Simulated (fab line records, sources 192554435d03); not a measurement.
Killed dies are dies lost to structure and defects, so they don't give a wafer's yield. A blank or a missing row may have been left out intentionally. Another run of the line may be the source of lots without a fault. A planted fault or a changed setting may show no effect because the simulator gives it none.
A sampling plan put to the test + flow n5 finfet + one fab line, 44 faults that these records tell of, each judged on the records of the lots that it struck; 3 more are left out, because the records don't allow judging them
The plan consists of the line's own looks: route steps at which the wafer is read by a gauge or an inspection but not changed. Where struck wafers have a number at a look and the file lists that look's usual mean and standard deviation on fault-free wafers, the look can be judged. Caught: at a look after the fault's first step, the mean of the struck wafers lies 4 or more of those standard deviations (sigma) from the usual mean. On the tool: the fault's steps, tested the same way using the tool's own readings. Another recipe on the struck wafers, or a record that is blank for them alone, also counts as caught.

== THE FAULTS, as the simulator had put them in ==
1. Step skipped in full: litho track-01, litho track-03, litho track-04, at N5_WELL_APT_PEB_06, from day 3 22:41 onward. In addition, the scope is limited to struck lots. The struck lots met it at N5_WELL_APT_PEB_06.
2. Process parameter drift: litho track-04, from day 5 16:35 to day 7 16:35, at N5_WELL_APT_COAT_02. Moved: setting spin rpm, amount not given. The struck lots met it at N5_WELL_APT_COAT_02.
3. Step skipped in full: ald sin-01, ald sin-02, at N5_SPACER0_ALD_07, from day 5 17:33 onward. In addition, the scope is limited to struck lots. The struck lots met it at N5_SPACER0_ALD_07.
4. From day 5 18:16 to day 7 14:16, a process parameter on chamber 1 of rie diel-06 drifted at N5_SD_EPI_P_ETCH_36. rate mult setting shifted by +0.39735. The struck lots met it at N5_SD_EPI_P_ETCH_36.
5. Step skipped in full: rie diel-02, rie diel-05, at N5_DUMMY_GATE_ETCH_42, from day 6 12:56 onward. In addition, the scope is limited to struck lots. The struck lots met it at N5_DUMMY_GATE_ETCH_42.
6. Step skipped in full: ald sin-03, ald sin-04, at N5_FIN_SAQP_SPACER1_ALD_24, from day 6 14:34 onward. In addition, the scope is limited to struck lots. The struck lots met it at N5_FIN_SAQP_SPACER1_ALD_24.
7. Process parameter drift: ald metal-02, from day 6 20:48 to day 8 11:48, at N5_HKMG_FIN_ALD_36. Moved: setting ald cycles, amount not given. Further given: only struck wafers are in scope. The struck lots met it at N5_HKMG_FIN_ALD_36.
8. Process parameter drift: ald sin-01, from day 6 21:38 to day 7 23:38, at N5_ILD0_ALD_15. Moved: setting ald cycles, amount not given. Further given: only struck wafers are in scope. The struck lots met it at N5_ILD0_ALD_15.
9. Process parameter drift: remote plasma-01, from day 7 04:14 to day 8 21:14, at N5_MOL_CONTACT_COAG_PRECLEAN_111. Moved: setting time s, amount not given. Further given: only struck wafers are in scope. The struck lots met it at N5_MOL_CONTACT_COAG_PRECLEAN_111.
10. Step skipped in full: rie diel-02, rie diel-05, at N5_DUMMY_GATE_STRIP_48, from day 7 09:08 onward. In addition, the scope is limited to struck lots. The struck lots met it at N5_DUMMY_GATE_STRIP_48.
11. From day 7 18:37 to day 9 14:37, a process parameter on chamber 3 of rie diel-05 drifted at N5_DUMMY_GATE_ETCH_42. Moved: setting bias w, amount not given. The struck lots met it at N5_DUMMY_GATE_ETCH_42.
12. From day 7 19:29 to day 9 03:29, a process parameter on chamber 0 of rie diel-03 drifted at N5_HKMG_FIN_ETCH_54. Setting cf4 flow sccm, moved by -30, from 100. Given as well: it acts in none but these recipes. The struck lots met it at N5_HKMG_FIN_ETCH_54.
13. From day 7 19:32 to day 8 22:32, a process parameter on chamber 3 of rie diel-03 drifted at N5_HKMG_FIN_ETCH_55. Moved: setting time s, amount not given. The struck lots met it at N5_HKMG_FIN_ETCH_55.
14. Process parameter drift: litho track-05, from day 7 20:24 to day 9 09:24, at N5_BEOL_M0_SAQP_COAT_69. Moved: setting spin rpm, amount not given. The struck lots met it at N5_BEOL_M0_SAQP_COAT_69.
15. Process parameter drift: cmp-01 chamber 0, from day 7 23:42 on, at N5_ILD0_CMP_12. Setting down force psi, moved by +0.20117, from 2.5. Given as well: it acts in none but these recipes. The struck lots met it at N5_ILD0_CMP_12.
16. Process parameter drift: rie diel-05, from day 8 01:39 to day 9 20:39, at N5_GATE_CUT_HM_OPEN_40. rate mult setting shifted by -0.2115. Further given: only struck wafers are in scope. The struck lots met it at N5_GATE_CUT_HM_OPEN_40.
17. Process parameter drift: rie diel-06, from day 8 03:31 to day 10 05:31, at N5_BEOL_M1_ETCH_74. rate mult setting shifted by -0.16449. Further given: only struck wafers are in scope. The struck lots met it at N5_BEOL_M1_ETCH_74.
18. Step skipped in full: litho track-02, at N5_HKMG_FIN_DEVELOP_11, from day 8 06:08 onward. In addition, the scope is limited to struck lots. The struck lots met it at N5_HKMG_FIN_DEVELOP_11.
19. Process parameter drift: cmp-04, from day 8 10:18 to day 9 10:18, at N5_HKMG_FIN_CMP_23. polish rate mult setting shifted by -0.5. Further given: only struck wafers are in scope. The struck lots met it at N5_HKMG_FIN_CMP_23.
20. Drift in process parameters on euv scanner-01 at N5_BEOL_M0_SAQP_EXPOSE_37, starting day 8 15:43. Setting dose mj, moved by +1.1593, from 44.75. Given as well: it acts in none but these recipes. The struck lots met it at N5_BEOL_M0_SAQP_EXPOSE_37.
21. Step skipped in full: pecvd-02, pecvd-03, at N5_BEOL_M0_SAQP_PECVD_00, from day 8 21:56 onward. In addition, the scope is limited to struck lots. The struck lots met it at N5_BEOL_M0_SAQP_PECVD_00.
22. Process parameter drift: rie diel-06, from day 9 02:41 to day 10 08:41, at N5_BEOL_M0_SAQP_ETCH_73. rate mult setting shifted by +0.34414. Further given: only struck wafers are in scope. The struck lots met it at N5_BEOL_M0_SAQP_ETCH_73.
23. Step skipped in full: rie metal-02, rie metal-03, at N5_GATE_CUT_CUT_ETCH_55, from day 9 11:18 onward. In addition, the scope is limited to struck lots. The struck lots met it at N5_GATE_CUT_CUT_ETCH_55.
24. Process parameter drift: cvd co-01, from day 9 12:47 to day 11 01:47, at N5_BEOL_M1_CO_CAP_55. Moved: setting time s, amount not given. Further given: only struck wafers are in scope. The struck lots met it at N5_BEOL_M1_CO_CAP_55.
25. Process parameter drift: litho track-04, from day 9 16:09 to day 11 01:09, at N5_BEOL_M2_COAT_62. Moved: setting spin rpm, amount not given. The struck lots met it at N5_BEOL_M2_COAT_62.
26. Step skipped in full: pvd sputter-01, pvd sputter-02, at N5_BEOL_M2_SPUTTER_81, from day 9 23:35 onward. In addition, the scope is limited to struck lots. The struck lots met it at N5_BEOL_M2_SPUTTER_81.
27. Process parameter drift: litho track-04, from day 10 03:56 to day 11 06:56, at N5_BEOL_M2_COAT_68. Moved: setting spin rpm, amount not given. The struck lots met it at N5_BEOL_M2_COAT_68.
28. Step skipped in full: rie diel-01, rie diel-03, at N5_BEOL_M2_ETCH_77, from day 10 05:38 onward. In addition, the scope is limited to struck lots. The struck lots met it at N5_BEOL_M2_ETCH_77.
29. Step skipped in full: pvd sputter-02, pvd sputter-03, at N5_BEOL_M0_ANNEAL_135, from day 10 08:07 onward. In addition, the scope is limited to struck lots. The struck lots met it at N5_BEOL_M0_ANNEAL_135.
30. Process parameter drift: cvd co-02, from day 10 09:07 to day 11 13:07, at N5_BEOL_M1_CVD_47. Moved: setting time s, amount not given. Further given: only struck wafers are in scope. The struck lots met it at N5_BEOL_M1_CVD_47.
31. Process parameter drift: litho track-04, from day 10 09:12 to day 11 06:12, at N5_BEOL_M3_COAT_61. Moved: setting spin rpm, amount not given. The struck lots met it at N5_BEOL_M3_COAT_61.
32. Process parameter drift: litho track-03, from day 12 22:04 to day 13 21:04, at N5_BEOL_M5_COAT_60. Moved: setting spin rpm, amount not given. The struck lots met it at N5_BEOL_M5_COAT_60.
33. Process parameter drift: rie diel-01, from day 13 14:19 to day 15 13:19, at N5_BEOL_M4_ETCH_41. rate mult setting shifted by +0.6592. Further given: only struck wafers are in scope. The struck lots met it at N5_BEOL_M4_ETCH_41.
34. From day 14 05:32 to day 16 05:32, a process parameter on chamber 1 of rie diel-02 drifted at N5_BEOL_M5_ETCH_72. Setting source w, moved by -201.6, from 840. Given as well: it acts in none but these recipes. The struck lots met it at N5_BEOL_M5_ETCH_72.
35. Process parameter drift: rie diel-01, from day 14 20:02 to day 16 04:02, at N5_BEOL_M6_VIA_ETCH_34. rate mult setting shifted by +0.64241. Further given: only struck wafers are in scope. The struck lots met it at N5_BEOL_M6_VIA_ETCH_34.
36. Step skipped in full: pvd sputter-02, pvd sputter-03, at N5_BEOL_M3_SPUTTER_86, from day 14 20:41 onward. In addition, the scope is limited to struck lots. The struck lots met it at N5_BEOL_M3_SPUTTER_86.
37. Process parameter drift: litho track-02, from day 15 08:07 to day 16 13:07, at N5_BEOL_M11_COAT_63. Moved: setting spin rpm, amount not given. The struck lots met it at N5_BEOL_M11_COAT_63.
38. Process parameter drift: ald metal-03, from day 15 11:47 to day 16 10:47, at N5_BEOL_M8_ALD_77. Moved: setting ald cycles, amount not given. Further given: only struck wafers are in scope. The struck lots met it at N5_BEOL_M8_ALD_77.
39. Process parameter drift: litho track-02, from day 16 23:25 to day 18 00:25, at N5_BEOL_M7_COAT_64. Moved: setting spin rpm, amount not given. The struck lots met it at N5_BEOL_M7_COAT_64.
40. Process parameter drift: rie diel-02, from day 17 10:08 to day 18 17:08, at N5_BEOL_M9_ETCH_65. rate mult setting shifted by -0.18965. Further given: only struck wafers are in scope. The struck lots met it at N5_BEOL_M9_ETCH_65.
41. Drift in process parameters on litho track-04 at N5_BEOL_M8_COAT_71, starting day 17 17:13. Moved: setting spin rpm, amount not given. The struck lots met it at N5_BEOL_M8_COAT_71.
42. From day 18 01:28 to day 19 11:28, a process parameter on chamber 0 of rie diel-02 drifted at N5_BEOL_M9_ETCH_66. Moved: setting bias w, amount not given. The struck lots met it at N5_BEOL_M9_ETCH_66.
43. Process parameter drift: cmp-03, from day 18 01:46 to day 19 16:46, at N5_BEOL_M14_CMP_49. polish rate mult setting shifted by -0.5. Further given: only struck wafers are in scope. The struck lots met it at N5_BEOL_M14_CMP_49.
44. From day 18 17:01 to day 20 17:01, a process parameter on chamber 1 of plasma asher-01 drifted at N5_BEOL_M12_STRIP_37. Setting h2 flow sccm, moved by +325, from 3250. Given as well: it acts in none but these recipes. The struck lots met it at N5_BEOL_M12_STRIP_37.

== WHAT THE PLAN SAW ==
| fault | on the tool itself                               | first look that catches it                      | reading, sigma                                  | median hours from its first step to that look | hours from the fault's start to the first struck lot there | judged looks passed uncaught |
|-------|--------------------------------------------------|-------------------------------------------------|-------------------------------------------------|-----------------------------------------------|------------------------------------------------------------|------------------------------|
| 1     | the tool's record is blank for the struck wafers | no look after it can be judged                  | -                                               | -                                             | -                                                          | 0                            |
| 2     | spin speed rpm +99 or beyond sigma               | none of the 2 looks that can be judged after it | -                                               | -                                             | -                                                          | 2                            |
| 3     | the tool's record is blank for the struck wafers | N5_BEOL_M4_RC_MEAS_101                          | IOFF_P_LIN +13                                  | 188.7                                         | 184                                                        | 0                            |
| 4     | etch rf on time s -9.7 sigma                     | not the one look that can be judged after it    | -                                               | -                                             | -                                                          | 1                            |
| 5     | the tool's record is blank for the struck wafers | none of the 2 looks that can be judged after it | -                                               | -                                             | -                                                          | 2                            |
| 6     | the tool's record is blank for the struck wafers | no look after it can be judged                  | -                                               | -                                             | -                                                          | 0                            |
| 7     | only faintly: heater power w +2.1 sigma          | not the one look that can be judged after it    | strongest: VT_N at N5_BEOL_M4_RC_MEAS_101, +2.1 | -                                             | -                                                          | 1                            |
| 8     | under 2 sigma                                    | none of the 3 looks that can be judged after it | -                                               | -                                             | -                                                          | 3                            |
| 9     | under 2 sigma                                    | not the one look that can be judged after it    | -                                               | -                                             | -                                                          | 1                            |
| 10    | the tool's record is blank for the struck wafers | not the one look that can be judged after it    | -                                               | -                                             | -                                                          | 1                            |
| 11    | bias w +40 sigma                                 | not the one look that can be judged after it    | strongest: SS_P at N5_BEOL_M4_RC_MEAS_101, +2.1 | -                                             | -                                                          | 1                            |
| 12    | cf4 flow sccm -99 or beyond sigma                | not the one look that can be judged after it    | -                                               | -                                             | -                                                          | 1                            |
| 13    | run length s -99 or beyond sigma                 | not the one look that can be judged after it    | -                                               | -                                             | -                                                          | 1                            |
| 14    | spin speed rpm +99 or beyond sigma               | not the one look that can be judged after it    | -                                               | -                                             | -                                                          | 1                            |
| 15    | head pressure psi +38 sigma                      | not the one look that can be judged after it    | -                                               | -                                             | -                                                          | 1                            |
| 16    | etch rf on time s +11 sigma                      | not the one look that can be judged after it    | -                                               | -                                             | -                                                          | 1                            |
| 17    | etch rf on time s +6.0 sigma                     | not the one look that can be judged after it    | -                                               | -                                             | -                                                          | 1                            |
| 18    | the tool's record is blank for the struck wafers | no look after it can be judged                  | -                                               | -                                             | -                                                          | 0                            |
| 19    | overpolish run s -99 or beyond sigma             | not the one look that can be judged after it    | -                                               | -                                             | -                                                          | 1                            |
| 20    | exposure dose mJ cm2 +19 sigma                   | no look after it can be judged                  | -                                               | -                                             | -                                                          | 0                            |
| 21    | the tool's record is blank for the struck wafers | N5_BEOL_M0_RS_MEAS_126                          | M0_RS +8.1                                      | 13.9                                          | 17                                                         | 0                            |
| 22    | etch rf on time s -8.6 sigma                     | not the one look that can be judged after it    | -                                               | -                                             | -                                                          | 1                            |
| 23    | the tool's record is blank for the struck wafers | no look after it can be judged                  | -                                               | -                                             | -                                                          | 0                            |
| 24    | run length s -99 or beyond sigma                 | none of the 2 looks that can be judged after it | -                                               | -                                             | -                                                          | 2                            |
| 25    | spin speed rpm +47 sigma                         | not the one look that can be judged after it    | -                                               | -                                             | -                                                          | 1                            |
| 26    | the tool's record is blank for the struck wafers | not the one look that can be judged after it    | -                                               | -                                             | -                                                          | 1                            |
| 27    | spin speed rpm +94 sigma                         | not the one look that can be judged after it    | -                                               | -                                             | -                                                          | 1                            |
| 28    | the tool's record is blank for the struck wafers | not the one look that can be judged after it    | -                                               | -                                             | -                                                          | 1                            |
| 29    | the tool's record is blank for the struck wafers | not the one look that can be judged after it    | -                                               | -                                             | -                                                          | 1                            |
| 30    | run length s -99 or beyond sigma                 | not the one look that can be judged after it    | -                                               | -                                             | -                                                          | 1                            |
| 31    | spin speed rpm -99 or beyond sigma               | not the one look that can be judged after it    | -                                               | -                                             | -                                                          | 1                            |
| 32    | spin speed rpm -99 or beyond sigma               | no look after it can be judged                  | -                                               | -                                             | -                                                          | 0                            |
| 33    | oes product au +4.7 sigma                        | not the one look that can be judged after it    | -                                               | -                                             | -                                                          | 1                            |
| 34    | rf fwd power W -78 sigma                         | no look after it can be judged                  | -                                               | -                                             | -                                                          | 0                            |
| 35    | only faintly: oes product au +3.8 sigma          | no look after it can be judged                  | -                                               | -                                             | -                                                          | 0                            |
| 36    | the tool's record is blank for the struck wafers | not the one look that can be judged after it    | -                                               | -                                             | -                                                          | 1                            |
| 37    | spin speed rpm -45 sigma                         | no look after it can be judged                  | -                                               | -                                             | -                                                          | 0                            |
| 38    | under 2 sigma                                    | no look after it can be judged                  | -                                               | -                                             | -                                                          | 0                            |
| 39    | spin speed rpm +44 sigma                         | no look after it can be judged                  | -                                               | -                                             | -                                                          | 0                            |
| 40    | etch rf on time s +7.2 sigma                     | no look after it can be judged                  | -                                               | -                                             | -                                                          | 0                            |
| 41    | spin speed rpm -88 sigma                         | not the one look that can be judged after it    | -                                               | -                                             | -                                                          | 1                            |
| 42    | bias w -28 sigma                                 | no look after it can be judged                  | -                                               | -                                             | -                                                          | 0                            |
| 43    | overpolish run s -99 or beyond sigma             | N5_BEOL_M14_THK_MEAS_50                         | M14_THK +18                                     | 0.3                                           | 3                                                          | 0                            |
| 44    | h2 flow sccm +29 sigma                           | no look after it can be judged                  | -                                               | -                                             | -                                                          | 0                            |
Dash: fault not caught, or number not given in these records.

Caught at a look: 3 of 44. Caught on the tool: 39 of 44. By one or the other: 39 of 44.
Faults 1, 2, 4, 5, 6, 10, 11, 12, 13, 14, 15, 16, 17, 18, 19, 20, 22, 23, 24, 25, 26, 27, 28, 29, 30, 31, 32, 33, 34, 36, 37, 39, 40, 41, 42, 44 were caught on the tool alone.
Caught by neither: faults 7, 8, 9, 35, 38.

== THINNER SAMPLING ==
Were the look that catches a fault to measure just every second or every third lot (counted by lot number), the first struck lot would, at worst, be measured this late:
| fault | struck lots at that look, in order of time | every lot | every second lot | every third lot |
|-------|--------------------------------------------|-----------|------------------|-----------------|
| 3     | L494, L493                                 | 184 h     | 204 h            | may miss all 2  |
| 21    | L408, L409                                 | 17 h      | 29 h             | may miss all 2  |
| 43    | L988                                       | 3 h       | may miss it      | may miss it     |
Hours are from the fault's start to the first struck lot that is measured. The limit of 4 sigma was tested on all struck wafers together, so one lot alone may lie under it. Other struck lots may not be in these records.

== THE LONGEST TIMED WAY FROM STEP TO LOOK ==
For fault 3, N5_SPACER0_ALD_07 and N5_BEOL_M4_RC_MEAS_101 are separated by a median of 188.7 hours. No look between them can be judged.
